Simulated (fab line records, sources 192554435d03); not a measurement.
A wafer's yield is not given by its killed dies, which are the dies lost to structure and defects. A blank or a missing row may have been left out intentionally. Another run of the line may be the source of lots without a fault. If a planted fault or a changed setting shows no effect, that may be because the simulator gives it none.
Matching of chambers :: flow n5_finfet :: N5_BEOL_M3_ALD_84 on ald_metal-04 has 4 sister chambers
The step deposits TaN, pulse time 2 s, purge time 3 s, co reactant purge time 2 s. 4 wafers are shown with their chamber, then 8 later ones without.

EACH WAFER AND ITS CHAMBER
wafer: L083.2
chamber: 2
heater_power_w (W): 530

wafer: L087.3
chamber: 1
heater_power_w (W): 417

wafer: L087.6
chamber: 0
heater_power_w (W): 455

wafer: L092.1
chamber: 3
heater_power_w (W): 393

WAFERS WHOSE CHAMBER IS MISSING
wafer: L092.4
heater_power_w (W): 422

wafer: L092.6
heater_power_w (W): 539

wafer: L095.1
heater_power_w (W): 454

wafer: L095.2
heater_power_w (W): 530

wafer: L095.4
heater_power_w (W): 461

wafer: L097.1
heater_power_w (W): 428

wafer: L097.2
heater_power_w (W): 534

wafer: L097.5
heater_power_w (W): 453

THE CHAMBER EACH PASSED THROUGH
wafer: L092.4
from the rows above: 1
in truth: 1

wafer: L092.6
from the rows above: 2
in truth: 2

wafer: L095.1
from the rows above: 0
in truth: 0

wafer: L095.2
from the rows above: 2
in truth: 2

wafer: L095.4
from the rows above: 0
in truth: 0

wafer: L097.1
from the rows above: 1
in truth: 1

wafer: L097.2
from the rows above: 2
in truth: 2

wafer: L097.5
from the rows above: 0
in truth: 0
Placed correctly: 8 of 8. Left unplaced by these rows: 0. Wrongly placed: 0.
How it was worked out, from the rows above alone: a wafer's distance from a chamber is the root of the sum, over the readings, of the square of ((its reading less the chamber's mean) divided by the reading's scatter). If the next closest chamber is less than 2 further off than the closest, the wafer can't be placed; otherwise it belongs to the closest. A chamber's mean is the mean of its shown wafers. The scatter (one wafer shown for each chamber): square how far every hidden wafer sits from the nearest shown wafer, average those squares and take the square root.
